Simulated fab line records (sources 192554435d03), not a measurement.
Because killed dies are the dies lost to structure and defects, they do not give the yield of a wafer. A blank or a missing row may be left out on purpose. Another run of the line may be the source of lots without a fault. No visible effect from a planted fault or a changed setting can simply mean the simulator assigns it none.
A lot that was struck, set against a sound lot / flow n5Finfet / 36 steps out of a route of 1938
Sound: these wafers, L981.2, L981.3, L981.4. Wafers struck: L992.1, L992.5, L992.6. Last of all comes the cause.
Order at every step that has rows: each side's tool, ch and its chambers, its first start. Under that, the readings that differ: sound wafers / struck wafers / difference of the means / sigmas: that difference in standard deviations of wafers without a fault.
alike: same words and numbers on both sides, and readings whose means sit less than 2 such deviations apart. not compared: any withheld reading, any reading some wafer has no value for, any bound like >300 that may hide the same value, and any number with overlapping values for which the record gives no deviation.
A row with sigmas, a row that says differs or no value, or rows on one side alone: a step with any of these is where the two part. When numbers do not overlap yet have no deviation, they are printed without sigmas and do not part them. A reading that every wafer of one side lacks parts them only if that side has two wafers or more.

first, 9 steps without rows for these wafers: N5_BEOL_M4_ANNEAL_95 (time 240 s); N5_BEOL_M4_SPUTTER_96 (material Cu, target thk 4.5 nm, time 8.29 s); N5_BEOL_M4_ECD_50 (material Cu, target thk 300 nm); N5_BEOL_M4_ANNEAL_51 (time 90 s); N5_BEOL_M4_CMP_52 (polishes, stops on SiOC, t overpolish 6.8 s, target thk 40 nm); N5_BEOL_M4_PRE_CLEAN_60 (time 15 s); N5_BEOL_M4_CO_CAP_55 (material Co, precursor CCTBA/H2, target thk 2 nm, time 102.1 s); N5_BEOL_M4_PRE_CLEAN_56 (time 15 s); N5_BEOL_M4_DEP_57 (deposits SiCN from 3MS/NH3, target thk 8 nm, time 14 s).
N5_BEOL_M4_RC_MEAS_101:
  sound on prober-02 ch 0, day 10 18:32; struck on prober-02 ch 0, day 13 06:49
  alike: DIBL_N, DIBL_P, IOFF_N, IOFF_P, ION_N, ION_P, SS_N, SS_P, VT_N, VT_P
then, 24 steps without rows for these wafers: N5_BEOL_M5_ILD_DEP_00 (deposits SiCOH lowk from DEMS/porogen, target thk 140.64 nm, time 25.9 s); N5_BEOL_M5_CURE_79 (cures SiCOH lowk, time 240 s); N5_BEOL_M5_PECVD_70 (deposits SiO2 from TEOS/O2, target thk 16 nm, time 18 s); N5_BEOL_M5_HM_DEP_02 (deposits TiN, target thk 20 nm); N5_BEOL_M5_COAT_59 (time 60 s, resist thk 60 nm); N5_BEOL_M5_COAT_60 (time 60 s, resist thk 12 nm); N5_BEOL_M5_COAT_71 (time 60 s, resist thk 5 nm); N5_BEOL_M5_COAT_05 (resist thk 30 nm); N5_BEOL_M5_EBR_07; N5_BEOL_M5_SOFTBAKE_06 (time 60 s); N5_BEOL_M5_EXPOSE_08 (exposes mask M5, target cd 28 nm); N5_BEOL_M5_PEB_09 (peb time 60 s); N5_BEOL_M5_DEVELOP_10 (develop time 30 s); N5_BEOL_M5_DESCUM_16 (chemistry O2, time 7 s); N5_BEOL_M5_ETCH_72 (etches underlayer in N2/H2, target depth 6.5 nm, time 5.2 s); N5_BEOL_M5_ETCH_61 (etches SiARC in CF4, target depth 15.6 nm, time 26 s); N5_BEOL_M5_ETCH_62 (etches SOC in N2/H2, target depth 75 nm, overetch 15 nm, time 112.5 s); N5_BEOL_M5_STRIP_63 (strips in N2/H2); N5_BEOL_M5_STRIP_73 (strips in N2/H2); N5_BEOL_M5_STRIP_64 (strips in CF4); N5_BEOL_M5_HM_OPEN_17 (chemistry Cl2/BCl3, target TiN, target depth 20 nm, overetch 6 nm); N5_BEOL_M5_STRIP_19 (strips in O2); N5_BEOL_M5_COAT_65 (time 60 s, resist thk 60 nm); N5_BEOL_M5_COAT_66 (time 60 s, resist thk 12 nm).
N5_BEOL_M7_CVD_78: deposits Co from CCTBA/H2, target thk 2 nm, time 142.3 s.
  sound on cvdCo-01 ch 0,1, day 12 04:37; struck on cvdCo-02 ch 1,2, day 14 07:46
  no value came back on the struck wafers for chamberPressureTorr (Torr), runLengthS (s); on the sound wafers chamberPressureTorr (Torr) reads 29.99 30.08 29.99
-- here the record skips 3 days between the struck wafers' starts before and after, leaving off in module BEOL_M7 and picking up in module PASSIVATION (first step shown: number 1936 of the route) --
N5_PASSIVATION_PROBE_49:
  sound on prober-02, day 15 01:08; struck on prober-01, day 17 13:16
reading=defectLimitedYield (%); sound=90.8 91.1 90.7; struck=18.1 18.0 17.3; difference=-73.1; sigmas=-56
reading=killed_at_M4_up; sound=15 13 18; struck=867 889 912; difference=+874; sigmas=+99 or more
reading=killedDies; sound=109 105 110; struck=966 968 976; difference=+862; sigmas=+57
reading=killedOnRim; sound=11 16 13; struck=85 79 88; difference=+71; sigmas=+18
reading=sort_bin_5_function (%); sound=5.0 5.8 5.3; struck=68.0 69.6 69.5; difference=+63.7; sigmas=+79
reading=sort_bin_6_memory (%); sound=3.9 2.6 3.9; struck=13.4 12.0 13.0; difference=+9.3; sigmas=+14
reading=sortNPass; sound=1071 1075 1070; struck=214 212 204; difference=-862; sigmas=-57
reading=sortYieldPct (%); sound=90.8 91.1 90.7; struck=18.1 18.0 17.3; difference=-73.1; sigmas=-56
  alike: killed_at_M0_to_M3, killedAtContacts, killedAtFrontEnd, killedAtOther, killedOpen, killedShort

== WHERE THEY PART ==
Earliest at N5_BEOL_M7_CVD_78; latest, in this record, at N5_PASSIVATION_PROBE_49.

WHY: what the simulator had put in
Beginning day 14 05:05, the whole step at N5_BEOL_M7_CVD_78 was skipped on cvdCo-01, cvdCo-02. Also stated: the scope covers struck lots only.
